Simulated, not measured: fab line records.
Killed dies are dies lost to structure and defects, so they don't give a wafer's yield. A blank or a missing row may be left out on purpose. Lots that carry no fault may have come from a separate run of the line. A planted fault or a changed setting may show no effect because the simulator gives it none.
Chamber matching ; flow n5Finfet ; cvdCo-02 running N5_BEOL_M3_PRE_CLEAN_60: 3 sister chambers
The step time 15 s. 3 wafers are shown with their chamber, then 12 later ones without.

== EACH WAFER AND ITS CHAMBER ==
wafer;chamber;heaterPowerW (W)
L083.6;0;83
L088.4;2;98
L088.5;1;131

== WAFERS WITHOUT THEIR CHAMBER ==
wafer;heaterPowerW (W)
L089.1;132
L089.4;84
L089.6;98
L093.3;99
L093.5;86
L093.6;100
L095.2;133
L095.5;135
L095.6;100
L096.4;99
L096.5;130
L096.6;87

== WHICH CHAMBER EACH ONE RAN IN ==
wafer;from the rows above;in truth
L089.1;1;1
L089.4;0;0
L089.6;2;2
L093.3;2;2
L093.5;0;0
L093.6;2;2
L095.2;1;1
L095.5;1;1
L095.6;2;2
L096.4;2;2
L096.5;1;1
L096.6;0;0
Correct placement for 12 of the 12. Left unplaced by these rows: 0. Wrongly placed: 0.
How it was worked out, from the rows above alone: a wafer's distance from a chamber is the root of the sum, over the readings, of the square of ((its reading less the chamber's mean) divided by the reading's scatter). The wafer belongs to the nearest chamber; if the next one is less than 2 further off, it can't be placed. Each chamber's mean is taken over the wafers shown for it. The scatter: root of mean squared gap, hidden wafer to nearest shown wafer, with one shown wafer a chamber.
